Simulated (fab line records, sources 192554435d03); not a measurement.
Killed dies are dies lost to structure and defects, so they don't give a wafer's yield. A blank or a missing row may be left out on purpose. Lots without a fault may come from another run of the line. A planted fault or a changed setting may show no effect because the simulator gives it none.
Split-lot experiment | flow n5_finfet | 7 lots, 21 wafers read, on a route of 1938 steps

THE SPLIT
At N5_DUMMY_GATE_CVD_03 (deposits a-Si from SiH4, target thk 150 nm, time 8042 s), the setting temp_c was moved away from the recipe's 530 C on 12 of the 21 wafers read, by -1.8% to +2.7%. The other wafers ran this setting at the recipe's value.

The reading is taken at the split's own step.

THE READING
a-Si_of_DUMMY_GATE_CVD_03.thk_nm (the simulator's own value, which no gauge read), in nm, at N5_DUMMY_GATE_CVD_03 (deposits a-Si from SiH4, target thk 150 nm, time 8042 s). The file gives no usual value for it. The 9 wafers here that ran the recipe average 150.8 nm, standard deviation 0.88 nm.

wafer  | tool, chamber at the split | temp_c as run, C | against the recipe | a-Si_of_DUMMY_GATE_CVD_03.thk_nm, nm | against lot-mates on the recipe
L075.1 | -, -                       | 520.6            | -1.8%              | 113.2                                | no lot-mate on the recipe
L075.4 | -, -                       | 520.6            | -1.8%              | 113                                  | no lot-mate on the recipe
L075.6 | -, -                       | 520.6            | -1.8%              | 113.4                                | no lot-mate on the recipe
L079.1 | -, -                       | 523.6            | -1.2%              | 125.2                                | no lot-mate on the recipe
L079.2 | -, -                       | 523.6            | -1.2%              | 124.6                                | no lot-mate on the recipe
L079.5 | -, -                       | 523.6            | -1.2%              | 123.6                                | no lot-mate on the recipe
L084.3 | -, -                       | 530              | recipe             | 150.6                                | -
L084.4 | -, -                       | 530              | recipe             | 150.8                                | -
L084.6 | -, -                       | 530              | recipe             | 151                                  | -
L085.2 | -, -                       | 530              | recipe             | 152.2                                | -
L085.5 | -, -                       | 530              | recipe             | 151.2                                | -
L085.6 | -, -                       | 530              | recipe             | 152                                  | -
L086.2 | -, -                       | 538.7            | +1.6%              | 190                                  | no lot-mate on the recipe
L086.3 | -, -                       | 538.7            | +1.6%              | 189.6                                | no lot-mate on the recipe
L086.5 | -, -                       | 538.7            | +1.6%              | 190.2                                | no lot-mate on the recipe
L088.2 | -, -                       | 544.2            | +2.7%              | 218                                  | no lot-mate on the recipe
L088.3 | -, -                       | 544.2            | +2.7%              | 220.2                                | no lot-mate on the recipe
L088.4 | -, -                       | 544.2            | +2.7%              | 218.4                                | no lot-mate on the recipe
L090.2 | lpcvd-02, 0/20             | 530              | recipe             | 149.6                                | -
L090.4 | lpcvd-02, 0/29             | 530              | recipe             | 149.4                                | -
L090.6 | lpcvd-02, 0/39             | 530              | recipe             | 150.8                                | -

THE FIT
A straight line over all 21 wafers: a-Si_of_DUMMY_GATE_CVD_03.thk_nm changes by +23.7 nm for each +1% of temp_c; r = +1.00; the points scatter about the line by 2.2 nm.
Too few moved wafers have a lot-mate on the recipe to fit a line with each lot's own level taken away.

THE FILE'S OWN FIT
a-Si_of_DUMMY_GATE_CVD_03.thk_nm changes by +23.7 nm for each +1% of temp_c, r = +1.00.
